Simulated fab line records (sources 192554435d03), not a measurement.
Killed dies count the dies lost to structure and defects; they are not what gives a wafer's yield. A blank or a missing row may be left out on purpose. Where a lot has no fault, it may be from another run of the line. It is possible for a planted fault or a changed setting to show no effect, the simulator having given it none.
The tool behind it: which one? | flow n5-finfet | Sampling: 24 lots, 72 wafers, 6 of 1938 route steps

## WHAT THE GAUGES READ, wafer by wafer
N5_BEOL_M1_CD_MEAS_11 targets a cd of 17.05 nm.
lot  | measured     | on        | cd-nm (nm)
L074 | day 6 01:30  | cd-sem-03 | 16.81 16.77 16.80
L075 | day 6 08:59  | cd-sem-02 | 17.01 17.24 17.01
L076 | day 6 13:04  | cd-sem-03 | 16.91 17.03 17.18
L077 | day 6 20:58  | cd-sem-02 | 17.06 17.27 16.90
L078 | day 6 20:12  | cd-sem-03 | 16.91 17.10 17.28
L079 | day 7 07:32  | cd-sem-03 | 16.74 16.86 16.91
L080 | day 7 21:17  | cd-sem-02 | 17.15 17.14 17.05
L081 | day 7 23:49  | cd-sem-01 | 17.09 17.42 17.06
L082 | day 8 03:47  | cd-sem-02 | 17.02 17.18 17.05
L084 | day 8 07:21  | cd-sem-01 | 16.82 16.99 17.28
L083 | day 8 09:55  | cd-sem-02 | 16.99 17.30 17.55
L085 | day 8 18:03  | cd-sem-02 | 16.97 16.71 17.04
L086 | day 8 23:50  | cd-sem-01 | 17.24 17.14 16.96
L087 | day 9 06:22  | cd-sem-02 | 16.56 17.07 16.54
L088 | day 9 22:43  | cd-sem-02 | 16.73 16.62 17.11
L089 | day 9 23:07  | cd-sem-02 | 17.41 17.50 17.26
L090 | day 9 23:23  | cd-sem-02 | 16.97 17.07 16.68
L091 | day 10 03:31 | cd-sem-01 | 16.60 16.79 16.70
L092 | day 10 09:43 | cd-sem-01 | 17.09 16.52 17.00
L093 | day 11 02:52 | cd-sem-01 | 16.99 17.14 16.80
L094 | day 11 11:39 | cd-sem-02 | 17.15 17.35 17.40
L095 | day 11 11:35 | cd-sem-03 | 16.80 17.49 17.11
L096 | day 12 00:53 | cd-sem-02 | 17.03 17.18 16.89
L097 | day 12 03:46 | cd-sem-03 | 17.17 17.11 16.96

## EACH LOT AND THE TOOL THAT RAN IT (in order: tool; ch and the chambers of the sampled wafers; start)
lot  | N5_BEOL_M0_SAQP_DESCUM_45          | N5_BEOL_M0_ETCH_109                | N5_BEOL_M0_ALD_136                  | N5_BEOL_M0_SPUTTER_116       | N5_BEOL_M0_SPUTTER_141
L074 | rie-diel-01 ch 1,2,3, day 5 17:03  | rie-diel-02 ch 0,1,2, day 5 20:23  | ald-metal-03 ch 0,1,2, day 5 21:29  | pvd-sputter-03, day 5 22:08  | pvd-sputter-03, day 5 22:29
L075 | rie-diel-01 ch 1,3, day 5 21:24    | rie-diel-05 ch 0,2, day 6 03:10    | ald-metal-03 ch 1,2, day 6 05:05    | pvd-sputter-02, day 6 05:37  | pvd-sputter-02, day 6 05:58
L076 | rie-diel-01 ch 1,2, day 6 01:20    | rie-diel-05 ch 0,3, day 6 05:29    | ald-metal-02 ch 0,1,2, day 6 07:41  | pvd-sputter-01, day 6 08:11  | pvd-sputter-01, day 6 08:32
L077 | rie-diel-03 ch 0,1,3, day 6 12:41  | rie-diel-02 ch 1,2, day 6 17:07    | ald-metal-02 ch 1,2,3, day 6 17:25  | pvd-sputter-03, day 6 18:23  | pvd-sputter-03, day 6 18:44
L078 | rie-diel-01 ch 2,3, day 6 14:22    | rie-diel-06 ch 0,1,3, day 6 17:00  | ald-metal-04 ch 0,1, day 6 17:17    | pvd-sputter-03, day 6 17:52  | pvd-sputter-03, day 6 18:13
L079 | rie-diel-01 ch 2,3, day 6 18:24    | rie-diel-06 ch 0,3, day 7 02:14    | ald-metal-03 ch 1,2,3, day 7 03:06  | pvd-sputter-01, day 7 03:47  | pvd-sputter-01, day 7 04:09
L080 | rie-diel-04 ch 2,3, day 7 13:25    | rie-diel-02 ch 0,1,3, day 7 16:06  | ald-metal-03 ch 2,3, day 7 16:55    | pvd-sputter-02, day 7 18:47  | pvd-sputter-02, day 7 19:08
L081 | rie-diel-03 ch 0,1,2, day 7 13:49  | rie-diel-02 ch 0,1, day 7 19:40    | ald-metal-03 ch 2,3, day 7 20:20    | pvd-sputter-02, day 7 21:20  | pvd-sputter-02, day 7 21:42
L082 | rie-diel-03 ch 1,3, day 7 19:29    | rie-diel-02 ch 0,3, day 7 22:47    | ald-metal-04 ch 2,3, day 7 23:37    | pvd-sputter-02, day 8 00:15  | pvd-sputter-02, day 8 00:37
L084 | rie-diel-04 ch 2,3, day 8 00:38    | rie-diel-06 ch 0,2,3, day 8 03:49  | ald-metal-03 ch 2,3, day 8 04:41    | pvd-sputter-03, day 8 05:20  | pvd-sputter-03, day 8 05:41
L083 | rie-diel-03 ch 0,1,2, day 8 01:33  | rie-diel-05 ch 0,2,3, day 8 04:08  | ald-metal-02 ch 0,1,2, day 8 04:46  | pvd-sputter-03, day 8 05:46  | pvd-sputter-03, day 8 06:08
L085 | rie-diel-01 ch 0,1,3, day 8 11:13  | rie-diel-06 ch 0,3, day 8 13:44    | ald-metal-04 ch 2,3, day 8 14:23    | pvd-sputter-01, day 8 15:18  | pvd-sputter-01, day 8 15:40
L086 | rie-diel-03 ch 0,1,3, day 8 15:53  | rie-diel-02 ch 1,2,3, day 8 18:48  | ald-metal-04 ch 0,1,2, day 8 20:34  | pvd-sputter-01, day 8 21:10  | pvd-sputter-01, day 8 21:32
L087 | rie-diel-04 ch 0,1,2, day 8 18:44  | rie-diel-06 ch 0,1,2, day 8 22:53  | ald-metal-02 ch 0,2, day 8 23:39    | pvd-sputter-02, day 9 02:03  | pvd-sputter-02, day 9 02:25
L088 | rie-diel-01 ch 1,3, day 9 11:49    | rie-diel-02 ch 0,1,2, day 9 16:48  | ald-metal-04 ch 1,3, day 9 17:10    | pvd-sputter-01, day 9 18:53  | pvd-sputter-01, day 9 19:14
L089 | rie-diel-03 ch 0,1, day 9 13:14    | rie-diel-06 ch 1,2,3, day 9 16:55  | ald-metal-02 ch 1,2, day 9 19:05    | pvd-sputter-01, day 9 19:35  | pvd-sputter-01, day 9 19:56
L090 | rie-diel-03 ch 1,2, day 9 17:23    | rie-diel-02 ch 0,2,3, day 9 19:40  | ald-metal-03 ch 2,3, day 9 20:10    | pvd-sputter-02, day 9 20:38  | pvd-sputter-02, day 9 21:00
L091 | rie-diel-04 ch 0,2, day 9 19:39    | rie-diel-06 ch 0,2, day 9 22:44    | ald-metal-04 ch 1,2,3, day 9 23:36  | pvd-sputter-01, day 10 00:14 | pvd-sputter-01, day 10 00:38
L092 | rie-diel-01 ch 0,1, day 10 01:08   | rie-diel-06 ch 2,3, day 10 03:58   | ald-metal-02 ch 0,2,3, day 10 05:01 | pvd-sputter-01, day 10 07:02 | pvd-sputter-01, day 10 07:24
L093 | rie-diel-01 ch 0,2, day 10 14:07   | rie-diel-02 ch 0,2,3, day 10 19:17 | ald-metal-02 ch 0,2, day 10 20:19   | pvd-sputter-01, day 10 21:13 | pvd-sputter-01, day 10 21:34
L094 | rie-diel-01 ch 1,2, day 10 19:19   | rie-diel-02 ch 1,2,3, day 11 06:30 | ald-metal-02 ch 0,2,3, day 11 07:19 | pvd-sputter-03, day 11 07:59 | pvd-sputter-03, day 11 08:21
L095 | rie-diel-03 ch 0,2,3, day 11 01:38 | rie-diel-06 ch 0,1,3, day 11 06:25 | ald-metal-03 ch 0,1,3, day 11 07:10 | pvd-sputter-01, day 11 07:43 | pvd-sputter-01, day 11 08:05
L096 | rie-diel-03 ch 0,1, day 11 19:04   | rie-diel-02 ch 0,1,3, day 11 21:32 | ald-metal-02 ch 0,3, day 11 21:57   | pvd-sputter-03, day 11 22:41 | pvd-sputter-03, day 11 23:03
L097 | rie-diel-01 ch 0,2,3, day 11 21:14 | rie-diel-02 ch 0,1,3, day 11 23:52 | ald-metal-04 ch 1,2,3, day 12 00:17 | pvd-sputter-01, day 12 00:56 | pvd-sputter-01, day 12 01:17
- N5_BEOL_M0_SAQP_DESCUM_45: chemistry O2, time 7 s.
- N5_BEOL_M0_ETCH_109: etches SiCN in CH3F/O2, target depth 8 nm, overetch 2.4 nm, time 27.4 s.
- N5_BEOL_M0_ALD_136: deposits TaN, pulse time 2 s, purge time 3 s, co reactant purge time 2 s.
- N5_BEOL_M0_SPUTTER_116: material Cu, target thk 4 nm, time 7.37 s.
- N5_BEOL_M0_SPUTTER_141: material Cu, target thk 4 nm, time 7.37 s.

## WHAT THE TOOLS THEMSELVES READ (means of the sampled wafers that have a number; where no wafer has one, the mark that the record gives instead)
N5_BEOL_M0_SAQP_DESCUM_45.
lot  | tool        | drypump-motor-current-A (A) | o2-flow-sccm (sccm) | oes-product-au (a.u.) | rf-vpp-V (V) | showerhead-plenum-p-Torr (Torr) | throttle-valve-pct (%)
L074 | rie-diel-01 | 5.7                         | 225.4               | 0.85                  | 244.2        | 2.15                            | 20.28
L075 | rie-diel-01 | 5.6                         | 224.7               | 0.91                  | 244.1        | 2.17                            | 20.20
L076 | rie-diel-01 | 5.7                         | 224.6               | 0.77                  | 243.4        | 2.13                            | 20.36
L077 | rie-diel-03 | 5.3                         | 225.3               | 0.82                  | 241.9        | 2.05                            | 20.53
L078 | rie-diel-01 | 5.5                         | 225.9               | 0.84                  | 243.5        | 2.11                            | 20.40
L079 | rie-diel-01 | 5.5                         | 224.7               | 0.77                  | 242.3        | 2.08                            | 20.49
L080 | rie-diel-04 | 6.0                         | 225.3               | 0.69                  | 242.4        | 2.10                            | 20.64
L081 | rie-diel-03 | 5.5                         | 224.8               | 0.81                  | 243.1        | 2.11                            | 20.57
L082 | rie-diel-03 | 5.5                         | 224.9               | 0.87                  | 243.8        | 2.10                            | 20.42
L084 | rie-diel-04 | 6.0                         | 224.5               | 0.69                  | 244.0        | 2.10                            | 20.64
L083 | rie-diel-03 | 5.5                         | 224.5               | 0.80                  | 242.9        | 2.11                            | 20.60
L085 | rie-diel-01 | 5.5                         | 224.6               | 0.87                  | 245.2        | 2.20                            | 20.28
L086 | rie-diel-03 | 5.3                         | 224.5               | 0.81                  | 242.4        | 2.05                            | 20.55
L087 | rie-diel-04 | 5.8                         | 225.3               | 0.73                  | 243.4        | 2.11                            | 20.47
L088 | rie-diel-01 | 5.7                         | 225.3               | 0.87                  | 244.6        | 2.19                            | 20.12
L089 | rie-diel-03 | 5.4                         | 225.7               | 0.75                  | 242.4        | 2.03                            | 20.59
L090 | rie-diel-03 | 5.6                         | 224.5               | 0.84                  | 244.4        | 2.18                            | 20.62
L091 | rie-diel-04 | 5.8                         | 224.9               | 0.67                  | 244.1        | 2.14                            | 20.63
L092 | rie-diel-01 | 5.7                         | 225.2               | 0.86                  | 245.4        | 2.23                            | 20.17
L093 | rie-diel-01 | 5.4                         | 225.5               | 0.94                  | 243.2        | 2.11                            | 20.30
L094 | rie-diel-01 | 5.8                         | 224.2               | 0.88                  | 244.8        | 2.17                            | 20.09
L095 | rie-diel-03 | 5.1                         | 225.6               | 0.86                  | 243.4        | 2.16                            | 20.58
L096 | rie-diel-03 | 5.4                         | 226.0               | 0.91                  | 245.1        | 2.20                            | 20.36
L097 | rie-diel-01 | 5.3                         | 225.3               | 0.87                  | 244.0        | 2.13                            | 20.38

N5_BEOL_M0_ETCH_109.
lot  | tool        | O2_flow_sccm (sccm) | drypump-motor-current-A (A) | oes-product-au (a.u.) | rf-vpp-V (V) | showerhead-plenum-p-Torr (Torr) | throttle-valve-pct (%)
L074 | rie-diel-02 | 19.97               | 5.7                         | 0.64                  | 296.2        | 1.97                            | 16.49
L075 | rie-diel-05 | 20.04               | 5.8                         | 0.69                  | 297.9        | 1.98                            | 16.29
L076 | rie-diel-05 | 20.01               | 5.7                         | 0.69                  | 297.7        | 1.96                            | 16.20
L077 | rie-diel-02 | 20.01               | 5.4                         | 0.65                  | 296.2        | 1.97                            | 16.47
L078 | rie-diel-06 | 20.00               | 6.0                         | 0.72                  | 296.5        | 1.96                            | 16.34
L079 | rie-diel-06 | 19.93               | 5.9                         | 0.78                  | 296.8        | 1.95                            | 16.23
L080 | rie-diel-02 | 20.00               | 5.7                         | 0.62                  | 295.4        | 1.91                            | 16.55
L081 | rie-diel-02 | 20.01               | 5.3                         | 0.62                  | 295.1        | 1.91                            | 16.40
L082 | rie-diel-02 | 20.00               | 6.0                         | 0.62                  | 295.7        | 1.90                            | 16.72
L084 | rie-diel-06 | 20.03               | 6.0                         | 0.75                  | 296.2        | 1.95                            | 16.14
L083 | rie-diel-05 | 19.99               | 5.8                         | 0.73                  | 296.8        | 1.99                            | 16.27
L085 | rie-diel-06 | 20.03               | 5.9                         | 0.75                  | 296.3        | 1.95                            | 16.24
L086 | rie-diel-02 | 19.98               | 5.8                         | 0.63                  | 296.5        | 1.96                            | 16.66
L087 | rie-diel-06 | 19.97               | 5.9                         | 0.74                  | 296.1        | 1.97                            | 16.17
L088 | rie-diel-02 | 20.05               | 5.7                         | 0.62                  | 295.5        | 1.96                            | 16.54
L089 | rie-diel-06 | 19.99               | 6.0                         | 0.68                  | 297.1        | 1.96                            | 16.28
L090 | rie-diel-02 | 19.95               | 6.0                         | 0.61                  | 296.6        | 1.95                            | 16.72
L091 | rie-diel-06 | 19.91               | 5.9                         | 0.77                  | 296.7        | 1.96                            | 15.98
L092 | rie-diel-06 | 20.03               | 6.1                         | 0.68                  | 295.6        | 1.93                            | 16.27
L093 | rie-diel-02 | 19.98               | 6.1                         | 0.61                  | 295.6        | 1.95                            | 16.73
L094 | rie-diel-02 | 19.94               | 5.7                         | 0.61                  | 296.2        | 1.96                            | 16.70
L095 | rie-diel-06 | 20.02               | 6.0                         | 0.67                  | 296.0        | 1.95                            | 16.40
L096 | rie-diel-02 | 20.02               | 5.7                         | 0.60                  | 293.8        | 1.90                            | 16.62
L097 | rie-diel-02 | 20.01               | 5.7                         | 0.60                  | 295.0        | 1.90                            | 16.62

N5_BEOL_M0_ALD_136.
lot  | tool         | heater-power-w (W)
L074 | ald-metal-03 | 455
L075 | ald-metal-03 | 473
L076 | ald-metal-02 | 430
L077 | ald-metal-02 | 425
L078 | ald-metal-04 | 451
L079 | ald-metal-03 | 446
L080 | ald-metal-03 | 430
L081 | ald-metal-03 | 411
L082 | ald-metal-04 | 403
L084 | ald-metal-03 | 408
L083 | ald-metal-02 | 431
L085 | ald-metal-04 | 412
L086 | ald-metal-04 | 445
L087 | ald-metal-02 | 462
L088 | ald-metal-04 | 427
L089 | ald-metal-02 | 434
L090 | ald-metal-03 | 408
L091 | ald-metal-04 | 433
L092 | ald-metal-02 | 447
L093 | ald-metal-02 | 455
L094 | ald-metal-02 | 442
L095 | ald-metal-03 | 437
L096 | ald-metal-02 | 449
L097 | ald-metal-04 | 435

N5_BEOL_M0_SPUTTER_116.
lot  | tool           | throttle-valve-pct (%)
L074 | pvd-sputter-03 | 29.7
L075 | pvd-sputter-02 | 30.2
L076 | pvd-sputter-01 | 29.7
L077 | pvd-sputter-03 | 30.6
L078 | pvd-sputter-03 | 30.7
L079 | pvd-sputter-01 | 29.9
L080 | pvd-sputter-02 | 29.4
L081 | pvd-sputter-02 | 30.1
L082 | pvd-sputter-02 | 30.0
L084 | pvd-sputter-03 | 30.8
L083 | pvd-sputter-03 | 29.5
L085 | pvd-sputter-01 | 29.8
L086 | pvd-sputter-01 | 29.1
L087 | pvd-sputter-02 | 29.8
L088 | pvd-sputter-01 | 28.6
L089 | pvd-sputter-01 | 29.8
L090 | pvd-sputter-02 | 28.5
L091 | pvd-sputter-01 | 30.0
L092 | pvd-sputter-01 | 28.7
L093 | pvd-sputter-01 | 29.2
L094 | pvd-sputter-03 | 30.2
L095 | pvd-sputter-01 | 29.8
L096 | pvd-sputter-03 | 29.9
L097 | pvd-sputter-01 | 29.2

N5_BEOL_M0_SPUTTER_141.
lot  | tool           | throttle-valve-pct (%)
L074 | pvd-sputter-03 | 29.8
L075 | pvd-sputter-02 | 30.2
L076 | pvd-sputter-01 | 29.7
L077 | pvd-sputter-03 | 30.8
L078 | pvd-sputter-03 | 30.7
L079 | pvd-sputter-01 | 29.8
L080 | pvd-sputter-02 | 29.2
L081 | pvd-sputter-02 | 30.1
L082 | pvd-sputter-02 | 30.0
L084 | pvd-sputter-03 | 30.7
L083 | pvd-sputter-03 | 29.5
L085 | pvd-sputter-01 | 29.7
L086 | pvd-sputter-01 | 29.2
L087 | pvd-sputter-02 | 29.8
L088 | pvd-sputter-01 | 28.9
L089 | pvd-sputter-01 | 29.8
L090 | pvd-sputter-02 | 28.8
L091 | pvd-sputter-01 | 30.2
L092 | pvd-sputter-01 | 28.9
L093 | pvd-sputter-01 | 29.2
L094 | pvd-sputter-03 | 30.2
L095 | pvd-sputter-01 | 29.9
L096 | pvd-sputter-03 | 29.7
L097 | pvd-sputter-01 | 29.5

## THE ANSWER, worked out from the rows above alone
Rule: the lots themselves supply what counts as usual. Put in order of their means at a reading, lots are off if they are a third of the lots or fewer, leave a main group of 4 or more, and stand apart from it by a gap of 3 or more times the standard deviation of the main group's means; of several such gaps the widest counts. Not used: any main group whose means are identical at the precision the tables above print for the reading. Also off: a lot with no number at a reading for which 4 or more lots have one. The other lots that the step has rows for count as sound. The gauges are gone through in route order, then the tools' own readings, and for those a lot's mean is taken as printed above. The first step at which some lot is off is used, and at that step the reading that is off furthest; a lot without a number counts as furthest.
No lot is off on any of the readings shown, so nothing can be concluded from this.

## WHAT WAS PUT IN BY THE SIMULATOR
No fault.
